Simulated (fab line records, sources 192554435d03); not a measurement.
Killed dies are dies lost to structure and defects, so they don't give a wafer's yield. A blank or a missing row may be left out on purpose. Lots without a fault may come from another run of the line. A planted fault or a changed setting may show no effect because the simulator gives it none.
Chamber matching | flow n5_finfet | N5_BEOL_M12_VIA_ETCH_16 on rie_diel-01: 4 sister chambers
The step etches SiOC in C4F8/O2/Ar, target depth 724.8 nm. 20 wafers are shown with their chamber, then 10 later ones without.

WAFERS WITH THEIR CHAMBER
wafer  | chamber | throttle_valve_pct (%) | drypump_motor_current_A (A) | showerhead_plenum_p_Torr (Torr)
L075.1 | 1       | 23.94                  | 4.9                         | 3.34
L075.2 | 0       | 24.46                  | 5.4                         | 3.48
L075.4 | 3       | 24.07                  | 5.8                         | 3.46
L078.1 | 1       | 23.93                  | 4.9                         | 3.34
L078.2 | 0       | 24.46                  | 5.4                         | 3.48
L078.3 | 2       | 24.12                  | 5.5                         | 3.40
L080.2 | 0       | 24.47                  | 5.4                         | 3.48
L080.5 | 2       | 24.16                  | 5.5                         | 3.40
L080.6 | 1       | 23.93                  | 4.9                         | 3.33
L081.1 | 2       | 24.15                  | 5.5                         | 3.40
L081.2 | 3       | 24.07                  | 5.8                         | 3.45
L081.6 | 0       | 24.46                  | 5.3                         | 3.48
L083.1 | 2       | 24.15                  | 5.5                         | 3.40
L083.3 | 1       | 23.95                  | 4.8                         | 3.33
L083.5 | 3       | 24.06                  | 5.8                         | 3.45
L086.2 | 0       | 24.46                  | 5.4                         | 3.48
L086.5 | 2       | 24.15                  | 5.5                         | 3.39
L086.6 | 1       | 23.95                  | 4.8                         | 3.33
L088.1 | 2       | 24.15                  | 5.5                         | 3.39
L088.3 | 0       | 24.49                  | 5.4                         | 3.47

SIGNATURES (means of the wafers above)
reading                  | chamber 0 | chamber 1 | chamber 2 | chamber 3 | scatter within a chamber
throttle_valve_pct       | 24.4667   | 23.9400   | 24.1467   | 24.0667   | 0.0115
drypump_motor_current_A  | 5.383     | 4.860     | 5.500     | 5.800     | 0.0356
showerhead_plenum_p_Torr | 3.4783    | 3.3340    | 3.3967    | 3.4533    | 0.00502
Rule: a wafer's distance from a chamber is the root of the sum, over the readings, of the square of ((its reading less the chamber's mean) divided by the reading's scatter). The wafer belongs to the nearest chamber; if the next one is less than 2 further off, it can't be placed. The scatter: the root of (the sum of the squares of (reading less its chamber's mean) over the shown wafers, divided by (wafers less chambers)).

WAFERS WITHOUT THEIR CHAMBER
wafer  | throttle_valve_pct (%) | drypump_motor_current_A (A) | showerhead_plenum_p_Torr (Torr)
L088.4 | 23.94                  | 4.9                         | 3.33
L092.1 | 24.09                  | 5.8                         | 3.44
L092.2 | 24.50                  | 5.4                         | 3.47
L092.3 | 24.17                  | 5.5                         | 3.39
L095.1 | 24.50                  | 5.3                         | 3.46
L095.4 | 24.10                  | 5.8                         | 3.43
L095.6 | 23.98                  | 4.9                         | 3.32
L097.3 | 24.19                  | 5.5                         | 3.38
L097.4 | 24.12                  | 5.8                         | 3.43
L097.5 | 24.11                  | 5.8                         | 3.43

WHICH CHAMBER EACH WENT THROUGH
wafer  | from the rows above | in truth
L088.4 | 1                   | 1
L092.1 | 3                   | 3
L092.2 | 0                   | 0
L092.3 | 2                   | 2
L095.1 | 0                   | 0
L095.4 | 3                   | 3
L095.6 | 1                   | 1
L097.3 | 2                   | 2
L097.4 | 3                   | 3
L097.5 | 3                   | 3
Placed correctly: 10 of 10. Can't be placed from these rows: 0. Placed wrongly: 0.
